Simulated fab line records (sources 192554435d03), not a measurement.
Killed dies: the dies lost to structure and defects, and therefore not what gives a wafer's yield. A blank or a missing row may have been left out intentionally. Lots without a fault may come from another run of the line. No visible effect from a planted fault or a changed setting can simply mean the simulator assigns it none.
fab line records	flow n5-finfet	part 1 of 2: steps 1 to 4 of 6
record: lots: 20	wafers: 60	last-day: 20
route steps=1938 shown DUMMY_GATE@235 SD_EPI_N@281
lots that met no fault: from a run of the same line without faults
start-h: hours from the record's opening day to when the first of the lot's shown wafers began	wait-h: how many hours have passed since the lot's step before this one	" same as the row above	L1.1+2: a row that stands for several wafers	- value missing, or start not given	* or withheld: withheld	< > ~ a bound
route shown NAME@n: a module of which the file shows steps, and the number in the route of the first	usual: the fault-free wafers' mean and standard deviation	same: alike in all rows	chamber/n: place in a boat	sites: readings site by site	_std_site: how widely they spread, as a standard deviation	_edge_site: inner sites' mean taken away from outer sites' mean	radius-mm: how far each site lies from the wafer's centre	mask NAME#n: copy n	behind: the last tool/chamber to shape the wafer	hold: cause of the lot's hold/its duration in hours/its outcome	device: whichever transistor did not switch (one of n, p or np)	end of line: the tests these same wafers got at the end of their route	step lacking rows: just its recipe	killed: dies that structure and defects cost at the first sort, which is not the same as the wafer's yield	map: shows each die of a wafer: x if killed, . if not, _ if none is there
set.NAME: the setting as run; set.NAME@STEP: as run at that earlier step	model.NAME: the simulator's own value behind a step, which no gauge read
a sample of lots followed through the steps of the route, with each step as a table and each wafer as a row
services: a tool's chamber out of use, with start hour (start-h, from the record's first day; less than 0 if before it), hours out, and reason
== steps ==
step: N5_DUMMY_GATE_ETCH_29
recipe: chemistry: N2/H2	target: underlayer	target-depth-a: 130	ion-energy-ev: 200	pressure-mtorr: 30	source-w: 840	bias-w: 150	n2-flow-sccm: 200	h2-flow-sccm: 200
usual: chamber-pressure-mTorr: 30.002/0.027	drypump-motor-current-A: 5.9/0.4	n2-flow-sccm: 200.0/0.66	oes-product-au: 0.79/0.1	rf-vpp-V: 524.1/2.5	showerhead-plenum-p-Torr: 2.55/0.082	throttle-valve-pct: 17.88/0.29
lot.wafer	tool	chamber	start-h	wait-h	chamber-pressure-mTorr	drypump-motor-current-A	n2-flow-sccm	oes-product-au	rf-hours-counter-h	rf-vpp-V	showerhead-plenum-p-Torr	throttle-valve-pct
L074.1	rie-diel-01	2	46.00	0.0	29.959	6.1	198.8	0.72	214	526.1	2.63	18.00
L074.5	"	1	"	"	29.955	6.1	200.4	0.83	-	520.7	2.48	17.90
L074.6	"	0	"	"	29.951	6.1	199.5	0.87	-	518.2	2.38	18.05
L075.3	rie-diel-04	1	52.59	0.0	30.023	6.3	200.7	0.72	208	526.3	2.62	18.36
L075.4	"	0	"	"	29.994	5.7	200.8	0.78	-	523.4	2.56	17.65
L075.6	"	1	"	"	30.056	6.3	200.4	0.72	-	525.3	2.62	18.37
L076.1	rie-diel-04	2	58.60	0.0	30.014	5.9	199.6	0.69	242	522.4	2.50	18.07
L076.5	"	2	"	"	30.066	5.9	199.5	0.69	-	523.7	2.50	18.08
L076.6	"	1	"	"	29.994	6.3	200.3	0.73	-	525.8	2.62	18.35
L077.2	rie-diel-01	0	64.09	0.0	29.988	6.1	200.4	0.87	62	518.9	2.38	18.08
L077.3	"	2	"	"	30.011	6.1	198.7	0.72	219	525.3	2.63	18.03
L077.6	"	2	"	"	30.002	6.0	200.2	0.72	-	525.7	2.63	18.03
L078.1	rie-diel-04	3	72.56	0.0	29.986	5.2	200.2	1.01	2	525.4	2.61	17.78
L078.2	"	2	"	"	29.959	5.9	200.3	0.68	248	522.8	2.50	18.10
L078.4	"	0	"	"	30.040	5.7	200.2	0.78	115	524.8	2.56	17.68
L079.4	rie-diel-04	2	75.91	0.0	30.050	5.9	199.2	0.69	248	522.9	2.50	18.09
L079.5	"	0	"	"	29.986	5.7	199.4	0.76	-	523.7	2.56	17.68
L079.6	"	3	"	"	29.986	5.3	199.3	1.00	-	526.6	2.61	17.76
L081.2	rie-diel-04	3	88.13	0.0	29.958	5.3	199.6	0.99	8	525.1	2.61	17.78
L081.5	"	0	"	"	29.972	5.7	200.2	0.77	-	526.0	2.55	17.68
L081.6	"	3	"	"	29.988	5.3	199.0	0.99	-	524.9	2.61	17.76
L082.4	rie-diel-04	3	95.21	0.0	30.028	5.2	201.3	0.97	-	524.8	2.61	17.77
L082.5	"	1	"	"	30.032	6.3	200.4	0.72	-	524.4	2.61	18.38
L082.6	"	0	"	"	29.983	5.7	199.6	0.76	-	523.8	2.55	17.71
L083.1	rie-diel-06	3	100.97	0.0	30.015	6.3	199.8	0.80	96	518.7	2.35	17.48
L083.4	"	2	"	"	30.038	5.2	198.7	0.67	223	525.5	2.62	17.85
L083.5	"	3	"	"	30.002	6.3	199.4	0.81	-	519.3	2.35	17.45
L084.2	rie-diel-04	1	107.26	0.0	30.004	6.3	200.1	0.71	228	524.9	2.61	18.41
L084.3	"	0	"	"	29.982	5.7	201.0	0.76	129	525.5	2.55	17.70
L084.6	"	1	"	"	30.006	6.3	199.9	0.71	-	527.2	2.61	18.38
L086.3	rie-diel-04	2	126.74	0.0	30.005	5.9	200.2	0.95	5	524.5	2.49	17.68
L086.4	"	1	"	"	29.984	6.3	199.8	0.71	235	526.0	2.60	18.40
L086.5	"	0	"	"	29.972	5.7	199.3	0.74	-	524.0	2.55	17.71
L087.1	rie-diel-06	1	129.53	0.0	29.966	5.8	201.0	0.69	209	526.7	2.62	17.73
L087.2	"	3	"	"	30.012	6.3	199.6	0.78	105	517.8	2.34	17.48
L087.3	"	2	"	"	30.021	5.2	199.7	0.67	232	525.3	2.62	17.86
L088.3	rie-diel-04	2	130.62	0.0	30.009	5.9	199.0	0.96	7	521.8	2.49	17.68
L088.4	"	3	"	"	29.942	5.3	200.6	0.93	23	524.2	2.60	17.80
L088.5	"	1	"	"	29.996	6.3	201.0	0.70	-	526.7	2.60	18.41
L089.3	rie-diel-06	2	139.50	0.0	30.028	5.2	199.2	0.66	235	524.2	2.62	17.86
L089.5	"	2	"	"	30.003	5.3	199.8	0.67	-	525.8	2.62	17.86
L089.6	"	3	"	"	30.032	6.3	201.4	0.78	-	518.6	2.34	17.48
L091.2	rie-diel-04	3	147.49	0.0	30.024	5.2	200.1	0.92	28	524.5	2.60	17.78
L091.3	"	1	"	"	29.962	6.3	200.8	0.70	243	524.2	2.60	18.42
L091.4	"	2	"	"	29.991	5.9	200.5	0.93	11	523.1	2.49	17.67
L092.2	rie-diel-04	3	155.89	0.0	30.011	5.2	199.9	0.91	30	527.3	2.60	17.81
L092.5	"	2	"	"	29.998	5.9	199.4	0.93	-	521.3	2.49	17.68
L092.6	"	1	"	"	30.002	6.3	199.6	0.70	-	525.3	2.60	18.42
L093.1	rie-diel-04	0	161.56	0.0	29.949	5.7	198.6	0.74	146	524.0	2.54	17.72
L093.3	"	2	"	"	29.977	5.9	199.9	0.94	15	522.4	2.49	17.69
L093.4	"	1	"	"	30.016	6.3	200.2	0.70	246	525.8	2.60	18.43
L094.1	rie-diel-01	3	167.15	0.0	30.006	6.4	199.7	0.79	146	527.3	2.66	18.20
L094.4	"	3	"	"	29.963	6.3	199.2	0.78	-	526.1	2.66	18.19
L094.6	"	1	"	"	29.963	6.1	200.0	0.80	-	521.7	2.47	17.94
L096.3	rie-diel-04	1	178.61	0.0	29.983	6.4	200.5	0.69	250	525.8	2.60	18.42
L096.4	"	2	"	"	29.947	5.9	199.4	0.91	19	523.0	2.49	17.68
L096.5	"	2	"	"	30.003	5.9	200.0	0.91	-	523.1	2.49	17.70
L097.3	rie-diel-06	0	185.40	0.0	30.001	5.9	199.7	0.91	14	522.0	2.49	17.24
L097.4	"	1	"	"	30.011	5.7	199.8	0.68	225	527.1	2.61	17.75
L097.6	"	1	"	"	29.996	5.7	199.6	0.68	-	525.8	2.61	17.77
step: N5_DUMMY_GATE_ETCH_37
recipe: chemistry: N2/H2	target: SOC	target-depth-a: 600	overetch-a: 300	temp-c: 40	ion-energy-ev: 200	pressure-mtorr: 30	source-w: 840	bias-w: 150	n2-flow-sccm: 200	h2-flow-sccm: 200
usual: chamber-pressure-mTorr: 30.00/0.042	drypump-motor-current-A: 5.9/0.41	n2-flow-sccm: 200.0/0.69	oes-product-au: 0.62/0.074	rf-vpp-V: 524.1/2.4	showerhead-plenum-p-Torr: 2.55/0.082	throttle-valve-pct: 17.81/0.3
lot.wafer	tool	chamber	start-h	wait-h	chamber-pressure-mTorr	drypump-motor-current-A	n2-flow-sccm	oes-product-au	rf-hours-counter-h	rf-vpp-V	showerhead-plenum-p-Torr	throttle-valve-pct
L074.1	rie-diel-01	2	46.08	0.0	29.97	6.1	200.3	0.56	214	525.8	2.63	17.94
L074.5	"	1	"	"	30.00	6.2	199.4	0.65	-	522.8	2.48	17.80
L074.6	"	0	"	"	30.00	6.1	199.9	0.67	-	519.0	2.38	17.99
L075.3	rie-diel-04	1	52.67	0.0	30.02	6.3	200.0	0.58	208	526.0	2.62	18.29
L075.4	"	0	"	"	30.02	5.7	200.1	0.61	-	524.0	2.56	17.60
L075.6	"	1	"	"	30.00	6.3	199.9	0.58	-	525.5	2.62	18.29
L076.1	rie-diel-04	2	58.68	0.0	29.98	5.9	200.4	0.55	242	520.9	2.50	18.00
L076.5	"	2	"	"	29.98	5.9	200.4	0.56	-	521.7	2.50	18.00
L076.6	"	1	"	"	29.99	6.4	199.3	0.58	-	525.6	2.62	18.30
L077.2	rie-diel-01	0	64.17	0.0	30.01	6.1	200.7	0.67	63	518.9	2.38	17.98
L077.3	"	2	"	"	30.01	6.1	199.9	0.57	219	524.5	2.63	17.96
L077.6	"	2	"	"	29.99	6.1	199.9	0.56	-	525.7	2.63	17.94
L078.1	rie-diel-04	3	72.64	0.0	29.94	5.2	199.7	0.77	2	525.3	2.61	17.68
L078.2	"	2	"	"	29.96	5.9	200.0	0.54	248	521.8	2.50	18.01
L078.4	"	0	"	"	30.03	5.7	200.8	0.61	115	524.8	2.56	17.63
L079.4	rie-diel-04	2	75.99	0.0	29.99	5.9	199.1	0.55	248	524.0	2.50	18.03
L079.5	"	0	"	"	29.98	5.7	201.2	0.61	-	524.0	2.56	17.61
L079.6	"	3	"	"	30.03	5.3	200.2	0.77	-	525.1	2.61	17.69
L081.2	rie-diel-04	3	88.21	0.0	29.96	5.2	199.9	0.75	8	526.6	2.61	17.69
L081.5	"	0	"	"	30.04	5.7	198.9	0.60	-	525.4	2.55	17.62
L081.6	"	3	"	"	30.03	5.2	199.6	0.75	-	524.9	2.61	17.69
L082.4	rie-diel-04	3	95.29	0.0	29.98	5.2	199.5	0.74	-	524.9	2.61	17.68
L082.5	"	1	"	"	30.00	6.3	200.5	0.58	-	526.3	2.61	18.32
L082.6	"	0	"	"	30.02	5.7	199.7	0.60	-	524.9	2.55	17.63
L083.1	rie-diel-06	3	101.05	0.0	29.97	6.3	200.9	0.64	96	518.9	2.35	17.41
L083.4	"	2	"	"	29.97	5.2	199.7	0.53	223	526.3	2.62	17.78
L083.5	"	3	"	"	30.04	6.3	199.8	0.63	-	519.7	2.35	17.40
L084.2	rie-diel-04	1	107.34	0.0	29.99	6.3	199.9	0.57	228	527.3	2.61	18.32
L084.3	"	0	"	"	30.01	5.7	200.6	0.60	129	524.7	2.55	17.64
L084.6	"	1	"	"	30.00	6.3	198.4	0.57	-	526.4	2.61	18.33
L086.3	rie-diel-04	2	126.82	0.0	29.97	5.9	200.1	0.77	5	522.2	2.50	17.60
L086.4	"	1	"	"	29.99	6.4	200.7	0.57	235	526.8	2.60	18.34
L086.5	"	0	"	"	30.03	5.7	199.7	0.60	-	523.5	2.55	17.66
L087.1	rie-diel-06	1	129.61	0.0	29.99	5.8	200.8	0.55	209	526.4	2.62	17.66
L087.2	"	3	"	"	29.97	6.3	199.8	0.63	105	518.6	2.34	17.40
L087.3	"	2	"	"	30.07	5.2	198.8	0.54	232	524.9	2.62	17.80
L088.3	rie-diel-04	2	130.70	0.0	29.98	5.9	200.0	0.76	7	523.2	2.49	17.59
L088.4	"	3	"	"	29.98	5.2	199.3	0.72	23	525.3	2.60	17.73
L088.5	"	1	"	"	29.99	6.4	199.2	0.57	-	526.3	2.60	18.34
L089.3	rie-diel-06	2	139.58	0.0	30.02	5.2	199.0	0.54	235	524.8	2.62	17.79
L089.5	"	2	"	"	30.04	5.2	199.9	0.53	-	525.4	2.62	17.80
L089.6	"	3	"	"	29.99	6.3	199.1	0.62	-	517.6	2.34	17.42
L091.2	rie-diel-04	3	147.57	0.0	30.06	5.2	199.8	0.71	28	526.0	2.60	17.72
L091.3	"	1	"	"	29.99	6.4	200.0	0.56	243	525.8	2.60	18.36
L091.4	"	2	"	"	30.01	5.9	200.3	0.75	12	521.9	2.49	17.61
L092.2	rie-diel-04	3	155.97	0.0	30.02	5.2	200.9	0.71	30	524.6	2.60	17.74
L092.5	"	2	"	"	29.98	5.9	199.2	0.74	-	522.4	2.49	17.60
L092.6	"	1	"	"	30.00	6.3	198.9	0.56	-	525.4	2.60	18.36
L093.1	rie-diel-04	0	161.64	0.0	29.96	5.7	201.4	0.58	146	523.2	2.54	17.68
L093.3	"	2	"	"	30.00	5.9	199.1	0.74	15	521.5	2.49	17.61
L093.4	"	1	"	"	29.98	6.4	200.5	0.56	246	526.0	2.60	18.35
L094.1	rie-diel-01	3	167.23	0.0	30.02	6.3	198.5	0.62	146	526.7	2.66	18.12
L094.4	"	3	"	"	30.01	6.4	199.1	0.62	-	528.7	2.66	18.15
L094.6	"	1	"	"	30.00	6.1	200.8	0.63	-	520.8	2.47	17.87
L096.3	rie-diel-04	1	178.69	0.0	29.98	6.3	199.4	0.56	250	527.1	2.60	18.37
L096.4	"	2	"	"	29.99	5.9	200.0	0.73	19	522.1	2.49	17.63
L096.5	"	2	"	"	30.03	5.9	200.8	0.73	-	522.2	2.49	17.64
L097.3	rie-diel-06	0	185.48	0.0	29.99	5.9	200.6	0.73	14	523.2	2.49	17.18
L097.4	"	1	"	"	29.95	5.7	199.8	0.54	225	524.9	2.61	17.68
L097.6	"	1	"	"	29.98	5.7	200.4	0.54	-	525.0	2.61	17.69
step: N5_DUMMY_GATE_CD_MEAS_24
recipe: target-cd-nm: 15
usual: cd-nm: 14.9/0.43
lot.wafer	tool	chamber	start-h	wait-h	cd-nm
L074.1	cd-sem-02	-	46.80	0.1	14.9
L074.5	"	-	"	"	15.3
L074.6	"	-	"	"	15.0
L075.3	cd-sem-02	-	53.57	0.1	15.2
L075.4	"	-	"	"	15.3
L075.6	"	-	"	"	14.9
L076.1	cd-sem-03	-	59.40	0.1	14.3
L076.5	"	-	"	"	14.9
L076.6	"	-	"	"	15.3
L077.2	cd-sem-02	-	64.90	0.1	14.0
L077.3	"	-	"	"	14.7
L077.6	"	-	"	"	15.1
L078.1	cd-sem-03	-	73.36	0.1	14.5
L078.2	"	-	"	"	14.5
L078.4	"	-	"	"	15.1
L079.4	cd-sem-03	-	76.97	0.1	14.6
L079.5	"	-	"	"	14.6
L079.6	"	-	"	"	14.6
L081.2	cd-sem-01	-	88.99	0.1	14.8
L081.5	"	-	"	"	14.9
L081.6	"	-	"	"	14.8
L082.4	cd-sem-01	-	96.34	0.1	14.4
L082.5	"	-	"	"	14.9
L082.6	"	-	"	"	15.0
L083.1	cd-sem-01	-	101.78	0.1	15.0
L083.4	"	-	"	"	14.5
L083.5	"	-	"	"	14.6
L084.2	cd-sem-02	-	108.27	0.1	14.9
L084.3	"	-	"	"	14.9
L084.6	"	-	"	"	15.0
L086.3	cd-sem-01	-	127.55	0.1	14.4
L086.4	"	-	"	"	14.6
L086.5	"	-	"	"	14.9
L087.1	cd-sem-02	-	130.33	0.1	15.5
L087.2	"	-	"	"	15.1
L087.3	"	-	"	"	14.3
L088.3	cd-sem-01	-	131.42	0.1	14.7
L088.4	"	-	"	"	15.1
L088.5	"	-	"	"	14.8
L089.3	cd-sem-03	-	140.31	0.1	15.5
L089.5	"	-	"	"	15.2
L089.6	"	-	"	"	15.5
L091.2	cd-sem-03	-	148.30	0.1	13.9
L091.3	"	-	"	"	15.0
L091.4	"	-	"	"	15.0
L092.2	cd-sem-03	-	156.70	0.1	15.4
L092.5	"	-	"	"	14.5
L092.6	"	-	"	"	15.2
L093.1	cd-sem-01	-	162.37	0.1	15.3
L093.3	"	-	"	"	14.6
L093.4	"	-	"	"	14.6
L094.1	cd-sem-03	-	167.96	0.1	14.8
L094.4	"	-	"	"	15.7
L094.6	"	-	"	"	15.0
L096.3	cd-sem-03	-	179.42	0.1	15.0
L096.4	"	-	"	"	14.8
L096.5	"	-	"	"	14.8
L097.3	cd-sem-01	-	186.21	0.1	15.6
L097.4	"	-	"	"	15.2
L097.6	"	-	"	"	14.9
step: N5_DUMMY_GATE_STRIP_48
recipe: chemistry: N2/H2	time-s: 20	power-w: 100	temp-c: 40	pressure-mtorr: 100	rf-frequency-hz: 6e+07	bias-power-w: 3	n2-flow-sccm: 300	h2-flow-sccm: 300
usual: chamber-pressure-mTorr: 100.01/0.092	drypump-motor-current-A: 5.9/0.39	n2-flow-sccm: 299.9/0.88	oes-product-au: 0.78/0.092	rf-vpp-V: 45.4/0.77	showerhead-plenum-p-Torr: 3.39/0.11	throttle-valve-pct: 12.24/0.29
lot.wafer	tool	chamber	start-h	wait-h	chamber-pressure-mTorr	drypump-motor-current-A	n2-flow-sccm	oes-product-au	rf-hours-counter-h	rf-vpp-V	showerhead-plenum-p-Torr	throttle-valve-pct
L074.1	rie-diel-01	1	46.90	0.0	100.06	6.1	299.9	0.83	70	45.6	3.30	12.13
L074.5	"	2	"	"	99.85	6.1	298.8	0.71	-	46.6	3.49	12.41
L074.6	"	1	"	"	99.92	6.1	301.5	0.83	-	44.5	3.30	12.13
L075.3	rie-diel-04	0	53.69	0.0	100.00	5.7	300.2	0.79	110	45.9	3.40	12.03
L075.4	"	2	"	"	99.90	5.9	299.9	0.69	-	44.5	3.32	12.54
L075.6	"	1	"	"	99.94	6.4	301.1	0.73	-	45.9	3.47	12.70
L076.1	rie-diel-04	1	59.50	0.0	100.08	6.4	300.7	0.72	210	45.2	3.47	12.70
L076.5	"	2	"	"	100.03	5.9	300.7	0.69	-	44.8	3.32	12.54
L076.6	"	1	"	"	100.03	6.4	299.8	0.72	-	46.1	3.47	12.70
L077.2	rie-diel-04	1	65.09	0.0	99.97	6.4	298.6	0.72	211	46.4	3.47	12.71
L077.3	"	2	"	"	99.91	5.9	302.1	0.69	244	46.3	3.32	12.53
L077.6	"	0	"	"	100.07	5.7	300.1	0.78	-	47.0	3.39	12.03
L078.1	rie-diel-04	2	73.46	0.0	100.03	5.9	301.0	0.68	248	45.3	3.32	12.54
L078.2	"	0	"	"	100.11	5.7	299.4	0.77	116	43.9	3.39	12.02
L078.4	"	3	"	"	100.23	5.3	300.4	0.97	2	46.2	3.46	12.00
L079.4	rie-diel-06	1	77.05	0.0	100.00	5.7	299.0	0.71	192	44.6	3.48	12.13
L079.5	"	1	"	"	99.98	5.8	298.6	0.72	-	45.5	3.48	12.14
L079.6	"	2	"	"	99.94	5.2	297.7	0.67	-	45.2	3.48	12.23
L081.2	rie-diel-01	0	89.09	0.0	100.02	6.1	298.5	0.83	71	44.3	3.16	12.34
L081.5	"	1	"	"	99.93	6.1	300.5	0.82	-	45.3	3.29	12.16
L081.6	"	2	"	"	100.03	6.1	300.6	0.70	-	44.2	3.49	12.46
L082.4	rie-diel-04	1	96.45	0.0	99.90	6.4	297.7	0.71	-	46.4	3.46	12.73
L082.5	"	3	"	"	99.91	5.3	298.8	0.94	-	45.4	3.46	12.03
L082.6	"	0	"	"	99.88	5.7	301.0	0.76	-	43.6	3.39	12.04
L083.1	rie-diel-06	0	101.92	0.0	99.86	5.9	301.1	0.69	246	46.0	3.32	12.18
L083.4	"	1	"	"	100.03	5.7	300.9	0.71	200	45.6	3.48	12.14
L083.5	"	2	"	"	100.08	5.2	299.4	0.67	-	45.0	3.48	12.24
L084.2	rie-diel-06	0	108.37	0.0	99.91	5.9	299.7	0.69	249	44.2	3.32	12.17
L084.3	"	3	"	"	99.96	6.3	300.0	0.81	98	43.9	3.13	11.84
L084.6	"	2	"	"	100.19	5.2	300.3	0.67	-	45.4	3.48	12.27
L086.3	rie-diel-04	0	128.02	0.0	100.00	5.7	301.9	0.76	136	44.5	3.38	12.09
L086.4	"	1	"	"	99.91	6.4	299.3	0.70	236	44.8	3.46	12.77
L086.5	"	0	"	"	99.96	5.7	300.5	0.76	-	45.4	3.38	12.09
L087.1	rie-diel-06	3	130.43	0.0	99.92	6.3	299.9	0.80	105	45.8	3.12	11.87
L087.2	"	2	"	"	100.07	5.2	300.3	0.67	233	47.1	3.47	12.28
L087.3	"	1	"	"	100.05	5.7	299.2	0.70	209	44.8	3.47	12.19
L088.3	rie-diel-04	2	131.51	0.0	99.90	5.9	299.5	0.94	7	44.6	3.31	11.93
L088.4	"	1	"	"	100.09	6.3	301.3	0.70	237	45.5	3.45	12.77
L088.5	"	3	"	"	99.99	5.2	301.0	0.91	-	45.1	3.45	12.05
L089.3	rie-diel-01	3	140.63	0.0	99.99	6.3	300.5	0.79	139	47.5	3.53	12.44
L089.5	"	3	"	"	100.04	6.3	300.2	0.81	-	46.6	3.53	12.45
L089.6	"	0	"	"	99.90	6.1	300.2	0.81	-	44.8	3.16	12.36
L091.2	rie-diel-06	0	148.39	0.0	99.98	5.9	301.4	0.94	3	45.1	3.32	11.55
L091.3	"	3	"	"	99.97	6.3	299.7	0.79	110	46.3	3.12	11.88
L091.4	"	2	"	"	100.00	5.2	299.2	0.66	238	45.6	3.47	12.29
L092.2	rie-diel-06	0	156.79	0.0	100.11	5.9	299.6	0.94	5	45.1	3.31	11.56
L092.5	"	1	"	"	99.98	5.8	300.6	0.70	-	45.2	3.47	12.19
L092.6	"	2	"	"	100.03	5.2	299.5	0.66	-	46.4	3.47	12.30
L093.1	rie-diel-04	1	162.46	0.0	99.91	6.4	300.1	0.70	246	45.2	3.45	12.80
L093.3	"	3	"	"	99.86	5.3	299.3	0.90	32	45.6	3.45	12.07
L093.4	"	2	"	"	99.99	5.9	299.2	0.91	15	43.9	3.31	11.95
L094.1	rie-diel-04	2	168.06	0.0	99.98	5.9	299.0	0.92	17	44.4	3.31	11.96
L094.4	"	0	"	"	100.02	5.7	299.5	0.76	148	43.7	3.38	12.12
L094.6	"	0	"	"	99.99	5.7	300.4	0.75	-	47.0	3.38	12.13
L096.3	rie-diel-04	1	179.55	0.0	100.05	6.4	301.0	0.69	250	45.0	3.45	12.80
L096.4	"	3	"	"	100.03	5.3	298.7	0.89	37	45.1	3.44	12.09
L096.5	"	1	"	"	100.18	6.4	301.6	0.69	-	44.3	3.45	12.80
L097.3	rie-diel-04	3	186.30	0.0	99.94	5.3	300.0	0.89	38	44.9	3.44	12.08
L097.4	"	1	"	"	100.12	6.4	299.6	0.70	252	45.5	3.45	12.81
L097.6	"	1	"	"	100.01	6.3	300.0	0.70	-	46.2	3.45	12.81
